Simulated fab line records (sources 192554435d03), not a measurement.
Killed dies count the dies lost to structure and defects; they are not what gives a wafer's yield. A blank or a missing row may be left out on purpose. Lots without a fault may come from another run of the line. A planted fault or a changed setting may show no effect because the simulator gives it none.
Matching of chambers :: flow n5_finfet :: ald_metal-03 running N5_HKMG_FIN_ALD_79: 4 sister chambers
The step deposits TiN, target thk 1.5 nm, pulse time 1 s, purge time 3 s. 16 wafers are shown with their chamber, then 8 later ones without.

== WAFERS PAIRED WITH THEIR CHAMBERS ==
wafer: L075.1
chamber: 2
heater_power_w (W): 656
precursor_pulse_height_rel: 1.032

wafer: L075.3
chamber: 3
heater_power_w (W): 928
precursor_pulse_height_rel: 1.036

wafer: L075.5
chamber: 3
heater_power_w (W): 936
precursor_pulse_height_rel: 0.981

wafer: L088.1
chamber: 3
heater_power_w (W): 954
precursor_pulse_height_rel: 0.992

wafer: L088.3
chamber: 2
heater_power_w (W): 644
precursor_pulse_height_rel: 1.023

wafer: L088.5
chamber: 0
heater_power_w (W): 852
precursor_pulse_height_rel: 0.992

wafer: L089.4
chamber: 0
heater_power_w (W): 844
precursor_pulse_height_rel: 1.011

wafer: L089.5
chamber: 2
heater_power_w (W): 671
precursor_pulse_height_rel: 1.008

wafer: L089.6
chamber: 1
heater_power_w (W): 1028
precursor_pulse_height_rel: 0.998

wafer: L090.1
chamber: 2
heater_power_w (W): 674
precursor_pulse_height_rel: 0.992

wafer: L090.2
chamber: 3
heater_power_w (W): 943
precursor_pulse_height_rel: 0.991

wafer: L090.5
chamber: 3
heater_power_w (W): 949
precursor_pulse_height_rel: 0.995

wafer: L093.2
chamber: 0
heater_power_w (W): 869
precursor_pulse_height_rel: 1.011

wafer: L093.4
chamber: 3
heater_power_w (W): 954
precursor_pulse_height_rel: 0.986

wafer: L093.5
chamber: 1
heater_power_w (W): 1054
precursor_pulse_height_rel: 1.007

wafer: L094.1
chamber: 2
heater_power_w (W): 655
precursor_pulse_height_rel: 0.981

SIGNATURES (averages over the wafers above)
reading: heater_power_w
chamber 0: 855.00
chamber 1: 1041.00
chamber 2: 660.00
chamber 3: 944.00
scatter within a chamber: 12.3

reading: precursor_pulse_height_rel
chamber 0: 1.00467
chamber 1: 1.00250
chamber 2: 1.00720
chamber 3: 0.99683
scatter within a chamber: 0.0183
Rule: a wafer lies at a distance from a chamber equal to the root of the sum of squares, over the readings, of (its reading less the chamber's mean, divided by the reading's scatter). The wafer belongs to the nearest chamber; if the next one is less than 2 further off, it can't be placed. The scatter: take each reading less its chamber's mean, square it, sum over the shown wafers, divide by the number of wafers less the number of chambers, and take the root.

== WAFERS MISSING THEIR CHAMBER ==
wafer: L094.4
heater_power_w (W): 858
precursor_pulse_height_rel: 1.014

wafer: L094.6
heater_power_w (W): 930
precursor_pulse_height_rel: 0.971

wafer: L095.1
heater_power_w (W): 665
precursor_pulse_height_rel: 1.005

wafer: L095.3
heater_power_w (W): 857
precursor_pulse_height_rel: 1.013

wafer: L095.4
heater_power_w (W): 922
precursor_pulse_height_rel: 1.021

wafer: L096.1
heater_power_w (W): 942
precursor_pulse_height_rel: 1.017

wafer: L096.3
heater_power_w (W): 670
precursor_pulse_height_rel: 1.004

wafer: L096.4
heater_power_w (W): 1027
precursor_pulse_height_rel: 0.976

== CHAMBER TAKEN BY EACH ==
wafer: L094.4
from the rows above: 0
in truth: 0

wafer: L094.6
from the rows above: 3
in truth: 3

wafer: L095.1
from the rows above: 2
in truth: 2

wafer: L095.3
from the rows above: 0
in truth: 0

wafer: L095.4
from the rows above: 3
in truth: 3

wafer: L096.1
from the rows above: 3
in truth: 3

wafer: L096.3
from the rows above: 2
in truth: 2

wafer: L096.4
from the rows above: 1
in truth: 1
Correctly placed: 8 of 8. Left unplaced by these rows: 0. 0 placed wrongly.
